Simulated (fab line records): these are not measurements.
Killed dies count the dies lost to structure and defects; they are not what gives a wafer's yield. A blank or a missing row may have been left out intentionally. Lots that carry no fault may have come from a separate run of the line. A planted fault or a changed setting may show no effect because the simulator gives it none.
A struck lot beside a sound one || flow n5 finfet || 16 steps out of a route of 1938
Sound: the wafers L551.1, L551.5, L551.6. The struck wafers were L561.1, L561.5, L561.6. Last of all comes the cause.
Each step with rows lists, per side, the tool, then ch with its chambers, then its first start. Under that, the readings that differ: sound wafers || struck wafers || difference of the means || sigmas: that difference in standard deviations of wafers without a fault.
alike: readings whose means differ by less than 2 such deviations, and words and numbers that are the same on both sides. not compared: withheld readings, readings that some wafer has no value for, bounds like >300 that may hide the same value, and numbers for which the record gives no deviation and whose values overlap.
Wherever a step has rows on one side only, a row that says differs or no value, or a row with sigmas, the two part there. Numbers that don't overlap but have no deviation are shown without sigmas and don't part them. A reading that every wafer of one side lacks parts them only if that side has two wafers or more.

N5_WELL_APT_DESCUM_30: chemistry O2, time 7.9 s.
  sound on rie diel-03 ch 0,1, day 3 03:10; struck on rie diel-01 ch 0,1,3, day 5 15:02
  alike: drypump motor current A, oes product au, rf vpp V, showerhead plenum p Torr, throttle valve pct
  not compared: rf hours counter h
then, 3 steps without rows for these wafers: N5_WELL_APT_IMPLANT_31; N5_WELL_APT_IMPLANT_32; N5_WELL_APT_STRIP_33 (strips in SPM, time 900 s).
N5_WELL_APT_RTA_34: time 10 s.
  sound on rtp anneal-02 ch 0, day 3 04:00; struck on rtp anneal-01 ch 0, day 5 15:49
  alike: lamp power pct, lamp_zone_1_pct, lamp_zone_2_pct, lamp_zone_5_pct, wafer_temp_C_max
then, 4 steps without rows for these wafers: N5_WELL_APT_OXIDE_STRIP_42 (strips SiO2 in dHF, time 45 s, target depth 12 nm); N5_WELL_APT_PRECLEAN_36 (cleans in O3/DIW, time 45 s); N5_WELL_APT_PRECLEAN_39 (cleans in dHF, time 60 s); N5_WELL_APT_SRD_37 (time 30 s).
N5_WELL_APT_EPI_41: deposits Si from SiH4/H2, target thk 50 nm, time 297.7 s.
  sound on epi rpcvd-01 ch 0, day 3 04:14; struck on epi rpcvd-04 ch 0, day 5 16:03
  alike: throttle valve pct
N5_WELL_APT_INSPECT_38: inspects for defects (darkfield).
  sound: defect inspect-01 at day 3 05:04; struck: defect inspect-02 at day 5 16:53
  alike: raw defect count
N5_PMOS_HMC_CHANNEL_EPI_HM_DEP_34: deposits SiO2 from TEOS/O2, target thk 36 nm, time 6.9 s.
  sound on pecvd-03 ch 1,2, day 3 05:07; struck on pecvd-02 ch 0,1,2, day 5 16:55
  alike: heater power w, showerhead plenum p Torr, throttle valve pct
N5_PMOS_HMC_CHANNEL_EPI_COAT_31: time 60 s, resist thk 66 nm.
  sound on litho track-05 ch 0, day 3 05:10; struck on litho track-05 ch 0, day 5 16:59
{"reading": "heater power total W (W)", "sound": "391.4 391.9 392.0", "struck": "411.2 413.5 413.3", "difference": "+20.9", "sigmas": "+17"}
{"reading": "plate temp C (C)", "sound": "204.99 205.08 204.75", "struck": "214.27 214.21 214.42", "difference": "+9.36", "sigmas": "+59"}
  alike: spin speed rpm
then, 1 step without rows for these wafers: N5_PMOS_HMC_CHANNEL_EPI_COAT_03 (resist thk 205 nm).
-- a jump in the record: the struck wafers' starts before and after are 6 days apart (it breaks off in module PMOS_HMC_CHANNEL_EPI and resumes in module BEOL_M4, where the first step shown is number 1111 of the route) --
N5_BEOL_M4_RC_MEAS_101:
  sound on prober-01 ch 0, day 9 10:08; struck on prober-02 ch 0, day 11 18:33
{"reading": "IOFF_P (nA/um)", "sound": "0.25 0.30 0.20", "struck": "0.17 0.18 0.17", "difference": -0.08, "sigmas": -2}
{"reading": "ION_N (uA/um)", "sound": "701 704 672", "struck": "658 673 658", "difference": -29, "sigmas": -3}
{"reading": "ION_P (uA/um)", "sound": "478 477 461", "struck": "441 458 450", "difference": -22, "sigmas": -3}
{"reading": "VT_N (mV)", "sound": "244 241 248", "struck": "252 252 252", "difference": "+8", "sigmas": "+2"}
{"reading": "VT_P (mV)", "sound": "-247 -246 -252", "struck": "-257 -254 -255", "difference": -7, "sigmas": -2}
  alike: DIBL_N, DIBL_P, IOFF_N, SS_N, SS_P
-- the record jumps here: 5 days lie between the struck wafers' starts before and after (it left off in module BEOL_M4 and takes up again in module PASSIVATION, whose first step shown is number 1936 of the route) --
N5_PASSIVATION_PROBE_49:
  sound: prober-01 at day 13 19:35; struck: prober-02 at day 16 10:05
{"reading": "sort_bin_8_speed (%)", "sound": "0 0 0", "struck": "0.08 0 0", "difference": "+0.03", "sigmas": "+4"}
  alike: defect limited yield, killed_at_M0_to_M3, killed_at_M4_up, killed at contacts, killed at front end, killed at other, killed dies, killed open, killed short, sort_bin_4_leakage, sort_bin_5_function, sort_bin_6_memory, sort n pass, sort yield pct

## WHERE THEY PART
At N5_PMOS_HMC_CHANNEL_EPI_COAT_31 first; at N5_PASSIVATION_PROBE_49 last (within this record only).

WHY: what had been put in by the simulator
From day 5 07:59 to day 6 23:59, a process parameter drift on litho track-05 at N5_PMOS_HMC_CHANNEL_EPI_COAT_31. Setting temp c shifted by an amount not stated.
